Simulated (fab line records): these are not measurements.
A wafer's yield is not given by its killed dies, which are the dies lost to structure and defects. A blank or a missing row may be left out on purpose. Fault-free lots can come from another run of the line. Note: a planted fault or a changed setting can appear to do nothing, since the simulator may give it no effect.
fab line records | flow nandHarc
record lots=6 wafers=16 lastDay=33
route steps=1302 shown A_DECK1_JOINT@533 A_ONON_D2@545
lots that met no fault: taken from a fault-free run of the same line
startH: start of the lot's first displayed wafer, in hours after the record's first day | waitH: how many hours have passed since the lot's step before this one | " as in the row above | L1.1+2: a row that stands for several wafers | - no value, or no start given | * or withheld: withheld | < > ~ a bound
route shown NAME@n: names a module that has steps shown in the file, with the first one's number in the route | usual: the fault-free wafers' mean and standard deviation | same: alike in all rows | chamber/n: place in a boat | sites: readings site by site | _std_site: standard deviation across them | _edge_site: inner sites' mean taken away from outer sites' mean | radiusMm: how far each site lies from the wafer's centre | mask NAME#n: copy n | behind: the last tool/chamber to shape the wafer | hold: why the lot was held/for how many hours/how that ended | device: the transistor (n, p or np) that didn't switch | end of line: the route-end tests of the same wafers | step lacking rows: just its recipe | killed: at the first sort, the dies lost to defects and structure; wafer yield is something else | map: per-die view of a wafer (x killed, . not killed, _ where there is no die)
set.NAME: the setting as run; set.NAME@STEP: as run at that earlier step | model.NAME: the simulator's own value behind a step, which no gauge read
lots at selected steps of the route; one table per step, one row per wafer
services: when a tool's chamber went out of use (startH, in hours from the record's first day, below 0 if earlier), for how many hours, and the reason
## steps
# step NHARC_A_DECK1_JOINT_CVD_34
# recipe targetThkA=200 tempC=700 pressureMtorr=300 material=SiNx
# step NHARC_A_DECK1_JOINT_DEP_06
# recipe targetThkA=800 tempC=65 material=SiOx
# step NHARC_A_DECK1_JOINT_CURE_26
# recipe tempC=150 timeS=32 pressureAtm=0.395
# step NHARC_A_DECK1_JOINT_ANNEAL_27
# recipe tempC=400 timeS=3600 idleTempC=300 rampUpCPerMin=10 densificationPH2oTorr=640
# step NHARC_A_DECK1_JOINT_ANNEAL_28
# recipe tempC=500 timeS=1800 idleTempC=400 rampUpCPerMin=10 densificationPH2oTorr=640
# step NHARC_A_DECK1_JOINT_ANNEAL_29
# recipe tempC=750 timeS=1800 idleTempC=500 rampUpCPerMin=10 rampDownCPerMin=3
# step NHARC_A_DECK1_JOINT_CMP_02
# recipe material=SiOx
# usual motorCurrentA=12.1/1.4
# columns lot.wafer tool chamber startH waitH motorCurrentA
L711.1 cmp-04 3 284.76 0.6 11.2
L711.4 " 0 " " 10.8
L711.5 " 1 " " 13.8
L720.4 cmp-04 0 371.70 0.4 11.1
L720.5 " 3 " " 10.7
L720.6 " 0 " " 10.8
L728.5 cmp-01 3 455.28 0.5 12.7
L730.4 cmp-03 2 462.39 0.4 12.1
L730.1 " 0 " " 14.9
L730.6 " 2 " " 12.1
L732.3 cmp-03 2 505.56 0.4 12.2
L732.6 " 1 " " 11.3
L732.5 " 2 " " 12.6
L733.1 cmp-01 1 505.56 0.4 13.1
L733.3 " 2 " " 10.2
L733.5 " 0 " " 13.1
# step NHARC_A_DECK1_JOINT_SRD_15
# step NHARC_A_DECK1_JOINT_DEP_16
# recipe targetThkA=450 tempC=400 pressureTorr=6.5 rfW=900 teosFlowSccm=161.4 flowSccm=2650 targetThkNm=45 gas=O2 material=SiO2
# usual heaterPowerW=575/88 throttleValvePct=16.3/0.43
# columns lot.wafer tool chamber startH waitH heaterPowerW throttleValvePct
L711.1 pecvd-03 2 285.10 0.1 419 16.0
L711.5 " 0 " " 580 16.4
L711.4 " 1 " " 487 16.3
L720.5 pecvd-04 2 372.15 0.2 593 16.7
L720.6 " 0 " " 523 16.4
L720.4 " 1 " " 546 16.0
L728.5 pecvd-04 1 455.71 0.2 474 16.2
L730.1 pecvd-03 1 462.84 0.1 563 16.9
L730.6 " 2 " " 442 15.6
L730.4 " 1 " " 564 17.0
L732.3 pecvd-03 0 505.93 0.1 628 16.9
L732.6 " 0 " " 631 17.0
L732.5 " 1 " " 610 16.8
L733.1 pecvd-04 0 505.93 0.1 408 16.2
L733.3 " 1 " " 581 16.3
L733.5 " 1 " " 565 16.3
# step NHARC_A_DECK1_JOINT_THK_MEAS_17
# recipe thkMeasGauge=ellipsometry
# usual thkNm=44.9/0.98
# columns lot.wafer tool chamber startH waitH thkNm
L711.1 filmMetro-01 - 285.38 0.3 44.9
L711.4 " - " " 44.0
L711.5 " - " " 44.7
L720.4 filmMetro-01 - 372.34 0.1 46.7
L720.5 " - " " 44.8
L720.6 " - " " 46.2
L728.5 filmMetro-01 - 455.85 0.1 44.5
L730.1 filmMetro-02 - 463.06 0.2 45.8
L730.4 " - " " 45.7
L730.6 " - " " 45.1
L732.3 filmMetro-01 - 506.21 0.3 43.7
L732.5 " - " " 44.5
L732.6 " - " " 44.2
L733.1 filmMetro-02 - 506.21 0.3 45.4
L733.3 " - " " 45.2
L733.5 " - " " 44.7
# step NHARC_A_DECK1_JOINT_INSPECT_05
# usual rawDefectCount=333/130
# columns lot.wafer tool chamber startH waitH rawDefectCount
L711.1 defectInspect-01 - 285.41 0.0 767
L711.4 " - " " 313
L711.5 " - " " 367
L720.4 defectInspect-01 - 372.38 0.0 338
L720.5 " - " " 391
L720.6 " - " " 253
L728.5 defectInspect-01 - 455.89 0.0 354
L730.1 defectInspect-01 - 463.09 0.0 329
L730.4 " - " " 294
L730.6 " - " " 317
L732.3 defectInspect-01 - 506.24 0.0 231
L732.5 " - " " 146
L732.6 " - " " 294
L733.1 defectInspect-01 - 506.25 0.0 366
L733.3 " - " " 362
L733.5 " - " " 306
# step NHARC_A_ONON_D2_DEP_00
# recipe targetThkA=10000 n2FlowSccm=2750 n2oFlowSccm=2000 nh3FlowSccm=500 sih4FlowSccm=210 tempC=400
# columns lot.wafer tool chamber startH waitH
L711.1+4+5 pecvdOnon-02 0 285.48 0.1
L720.4+5+6 pecvdOnon-01 0 372.62 0.2
L728.5 pecvdOnon-02 0 456.18 0.3
L730.1+4+6 pecvdOnon-02 0 463.16 0.1
L733.1+3+5 pecvdOnon-01 0 506.31 0.1
L732.3+5+6 pecvdOnon-03 0 506.43 0.2
# step NHARC_A_ONON_D2_THK_MEAS_02
# recipe thkMeasGauge=ellipsometry
# usual thkNm=999/10
# columns lot.wafer tool chamber startH waitH hold thkNm
L711.1 filmMetro-02 - 285.99 - - 1013
L711.4 " - " " - 1011
L711.5 " - " " - 1012
L720.4 filmMetro-02 - 372.96 - - 998
L720.5 " - " " - 999
L720.6 " - " " - 996
L728.5 filmMetro-02 - 456.46 - awaitDispo/0.2h/release 667
L728.5 filmMetro-02 - 456.63 0.2 - 668
L730.1 filmMetro-02 - 463.67 - awaitDispo/0.2h/release 646
L730.4 " - " " awaitDispo/0.2h/release 980
L730.6 " - " " awaitDispo/0.2h/release 982
L730.1 filmMetro-02 - 463.84 0.2 - 647
L730.4 " - " " - 982
L730.6 " - " " - 980
L733.1 filmMetro-02 - 506.82 - - 990
L733.3 " - " " - 989
L733.5 " - " " - 989
L732.3 filmMetro-01 - 506.82 - - 998
L732.5 " - " " - 998
L732.6 " - " " - 998
## services
# columns tool chamber startH hours kind
pecvdOnon-01 - 273.04 13.0 pm
pecvdOnon-02 - 276.34 5.0 repair
cmp-03 - 282.06 4.3 repair
cmp-01 - 283.01 0.8 repair
pecvd-04 - 284.95 13.0 pm
cmp-04 - 296.77 0.6 repair
pecvd-03 - 297.08 0.4 repair
cmp-04 - 307.05 4.0 pm
pecvd-03 0 317.86 3.1 repair
cmp-01 - 324.80 0.8 repair
cmp-03 - 358.26 4.0 pm
pecvd-03 - 366.00 13.0 pm
pecvdOnon-02 - 366.34 13.0 pm
cmp-04 - 405.05 4.0 pm
pecvd-03 2 408.63 6.7 repair
cmp-04 - 430.81 1.0 repair
cmp-04 - 440.59 1.7 repair
pecvdOnon-01 - 454.04 13.0 pm
cmp-04 - 455.57 2.2 repair
cmp-03 - 456.26 4.0 pm
pecvd-04 - 465.95 13.0 pm
cmp-04 - 476.87 1.6 repair
pecvd-03 - 497.69 1.1 repair
cmp-04 - 503.05 4.0 pm
## key
firstSign step=NHARC_A_ONON_D2_THK_MEAS_02 reading=visit direction=added
effect step=NHARC_A_ONON_D2_THK_MEAS_02 reading=thkNm direction=down sigmas=34 usual=999 struck=656
metAt NHARC_A_ONON_D2_DEP_00
struckWafers L728.5,L730.1
laterRowsLeftOut L728.5,L730.1
sortLeftOut L728.5,L730.1
testerLeftOut L728,L730
onsetBetween 285.48 456.18
fault kind=processParameterDrift tool=pecvdOnon-02 chamber=- onsetH=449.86 steps=NHARC_A_ONON_D2_DEP_00 channel=targetThkA offset=* shape=step endH=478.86 scope=struckWafersOnly actsIn=* stated=*
# testerLeftOut: of these lots the tester's yield and bins aren't shown, on N5 and GAA mostly nor the transistor test; their killed dies are dies lost to structure and defects alone, not to doping, threshold or leakage, so they don't give the yield
# sortLeftOut: the simulated sort isn't trusted on such a fault, so these wafers' sort isn't shown, and their yield isn't known
# laterRowsLeftOut: the simulator's readings of these wafers behind a module that went badly wrong aren't trusted and aren't shown, but for the sort
